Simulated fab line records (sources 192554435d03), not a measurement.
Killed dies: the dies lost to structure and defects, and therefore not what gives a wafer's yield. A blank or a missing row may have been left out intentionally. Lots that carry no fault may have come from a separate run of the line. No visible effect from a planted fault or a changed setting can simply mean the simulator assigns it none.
Split-lot trial / flow n5Finfet / route with 1938 steps; 7 lots, 21 wafers read

## THE SPLIT
At N5_HKMG_FIN_ETCH_55 (etches SOC in N2/H2, target depth 240 nm, time 300 s), the setting timeS was moved away from the recipe's 300 s on 11 of the 21 wafers read, by -18.3% to +21.1%. The other wafers ran this setting at the recipe's value.

The reading comes from the split's own step.

## THE READING
SiARC_of_HKMG_FIN_COAT_42.thkNm (the simulator's own value, which no gauge read), in nm, at N5_HKMG_FIN_ETCH_55 (etches SOC in N2/H2, target depth 240 nm, time 300 s). The file does not state a usual value for it. Across the 10 wafers here that went through the recipe, the average is 21.4 nm and the standard deviation 0.35 nm.

wafer=L078.1; tool, chamber at the split=rieDiel-04, 0; timeS as run, s=252.5; against the recipe=-15.8%; SiARC_of_HKMG_FIN_COAT_42.thkNm, nm=23.2; against lot-mates on the recipe=+1.4
wafer=L078.3; tool, chamber at the split=rieDiel-04, 3; timeS as run, s=300; against the recipe=recipe; SiARC_of_HKMG_FIN_COAT_42.thkNm, nm=21.8; against lot-mates on the recipe=-
wafer=L078.4; tool, chamber at the split=rieDiel-04, 1; timeS as run, s=252.5; against the recipe=-15.8%; SiARC_of_HKMG_FIN_COAT_42.thkNm, nm=22.8; against lot-mates on the recipe=+1.0
wafer=L081.3; tool, chamber at the split=rieDiel-04, 3; timeS as run, s=300; against the recipe=recipe; SiARC_of_HKMG_FIN_COAT_42.thkNm, nm=21.8; against lot-mates on the recipe=-
wafer=L081.4; tool, chamber at the split=rieDiel-04, 2; timeS as run, s=300; against the recipe=recipe; SiARC_of_HKMG_FIN_COAT_42.thkNm, nm=21.2; against lot-mates on the recipe=-
wafer=L081.6; tool, chamber at the split=rieDiel-04, 3; timeS as run, s=300; against the recipe=recipe; SiARC_of_HKMG_FIN_COAT_42.thkNm, nm=21.8; against lot-mates on the recipe=-
wafer=L083.2; tool, chamber at the split=rieDiel-05, 1; timeS as run, s=318.8; against the recipe=+6.3%; SiARC_of_HKMG_FIN_COAT_42.thkNm, nm=20.6; against lot-mates on the recipe=-1.0
wafer=L083.3; tool, chamber at the split=rieDiel-05, 0; timeS as run, s=300; against the recipe=recipe; SiARC_of_HKMG_FIN_COAT_42.thkNm, nm=21.6; against lot-mates on the recipe=-
wafer=L083.4; tool, chamber at the split=rieDiel-05, 3; timeS as run, s=318.8; against the recipe=+6.3%; SiARC_of_HKMG_FIN_COAT_42.thkNm, nm=20.4; against lot-mates on the recipe=-1.2
wafer=L084.1; tool, chamber at the split=rieDiel-04, 1; timeS as run, s=245; against the recipe=-18.3%; SiARC_of_HKMG_FIN_COAT_42.thkNm, nm=23.4; against lot-mates on the recipe=+2.2
wafer=L084.4; tool, chamber at the split=rieDiel-04, 2; timeS as run, s=245; against the recipe=-18.3%; SiARC_of_HKMG_FIN_COAT_42.thkNm, nm=23.8; against lot-mates on the recipe=+2.6
wafer=L084.5; tool, chamber at the split=rieDiel-04, 2; timeS as run, s=300; against the recipe=recipe; SiARC_of_HKMG_FIN_COAT_42.thkNm, nm=21.2; against lot-mates on the recipe=-
wafer=L085.2; tool, chamber at the split=rieDiel-04, 1; timeS as run, s=300; against the recipe=recipe; SiARC_of_HKMG_FIN_COAT_42.thkNm, nm=20.8; against lot-mates on the recipe=-
wafer=L085.4; tool, chamber at the split=rieDiel-04, 0; timeS as run, s=300; against the recipe=recipe; SiARC_of_HKMG_FIN_COAT_42.thkNm, nm=21.2; against lot-mates on the recipe=-
wafer=L085.5; tool, chamber at the split=rieDiel-04, 3; timeS as run, s=300; against the recipe=recipe; SiARC_of_HKMG_FIN_COAT_42.thkNm, nm=21.6; against lot-mates on the recipe=-
wafer=L095.1; tool, chamber at the split=rieDiel-04, 0; timeS as run, s=328.5; against the recipe=+9.5%; SiARC_of_HKMG_FIN_COAT_42.thkNm, nm=20; against lot-mates on the recipe=no lot-mate on the recipe
wafer=L095.4; tool, chamber at the split=rieDiel-04, 3; timeS as run, s=328.5; against the recipe=+9.5%; SiARC_of_HKMG_FIN_COAT_42.thkNm, nm=20; against lot-mates on the recipe=no lot-mate on the recipe
wafer=L095.6; tool, chamber at the split=rieDiel-04, 1; timeS as run, s=328.5; against the recipe=+9.5%; SiARC_of_HKMG_FIN_COAT_42.thkNm, nm=19.6; against lot-mates on the recipe=no lot-mate on the recipe
wafer=L097.1; tool, chamber at the split=rieDiel-04, 3; timeS as run, s=300; against the recipe=recipe; SiARC_of_HKMG_FIN_COAT_42.thkNm, nm=21; against lot-mates on the recipe=-
wafer=L097.2; tool, chamber at the split=rieDiel-04, 0; timeS as run, s=363.2; against the recipe=+21.1%; SiARC_of_HKMG_FIN_COAT_42.thkNm, nm=18.2; against lot-mates on the recipe=-2.8
wafer=L097.4; tool, chamber at the split=rieDiel-04, 1; timeS as run, s=363.2; against the recipe=+21.1%; SiARC_of_HKMG_FIN_COAT_42.thkNm, nm=17.8; against lot-mates on the recipe=-3.2

THE FIT
A straight line over all 21 wafers: SiARC_of_HKMG_FIN_COAT_42.thkNm changes by -0.136 nm for each +1% of timeS; r = -0.97; the points scatter about the line by 0.36 nm.
The same after taking each lot's own level away (the mean of its wafers on the recipe; 18 wafers): -0.125 nm for each +1%; r = -0.97; scatter 0.36 nm.
Per that fit: largest timeS move, reading shift of 2.6 nm.
Across the lots, their own levels run from 21.00 to 21.80 nm, a range of 2.3 times the standard deviation given above.
Consequently the slope shifts little with the lot-to-lot level, the two slopes agreeing.
Check: for one of the wafers moved furthest among these (+21.1%), held out of the fit, the line's prediction against its lot-mates is -2.79 nm. It came out at -2.8 nm against them.

## THE OTHER SPLITS THESE WAFERS WENT THROUGH
Note: prior to the reading, these wafers also went through further splits. Each is held against what the fit with the lots' levels taken away leaves over:
other split on the same wafers=N5_SDB_ETCH_17 biasW; wafers away from the commonest value=7; r with SiARC_of_HKMG_FIN_COAT_42.thkNm (lot level and that fit taken away)=+0.24

## THE WHOLE CHAIN: every reading that the file lists as answering this split, in the file's order
step=N5_HKMG_FIN_ETCH_55; what it does=etches SOC in N2/H2, target depth 240 nm, time 300 s; reading=etch.depthNm (the simulator's own value, which no gauge read); change (the file's fit)=+2.12 nm for each +1% of the setting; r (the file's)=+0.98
step=N5_HKMG_FIN_ETCH_55; what it does=etches SOC in N2/H2, target depth 240 nm, time 300 s; reading=HKMG_FIN.featureDepthNm (the simulator's own value, which no gauge read); change (the file's fit)=+2.13 nm for each +1% of the setting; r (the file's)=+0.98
step=N5_HKMG_FIN_ETCH_55; what it does=etches SOC in N2/H2, target depth 240 nm, time 300 s; reading=SiARC_of_HKMG_FIN_COAT_42.thkNm (the simulator's own value, which no gauge read); change (the file's fit)=-0.124 nm for each +1% of the setting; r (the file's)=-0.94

## THE FILE'S OWN FIT
SiARC_of_HKMG_FIN_COAT_42.thkNm changes by -0.124 nm for each +1% of timeS, r = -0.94.
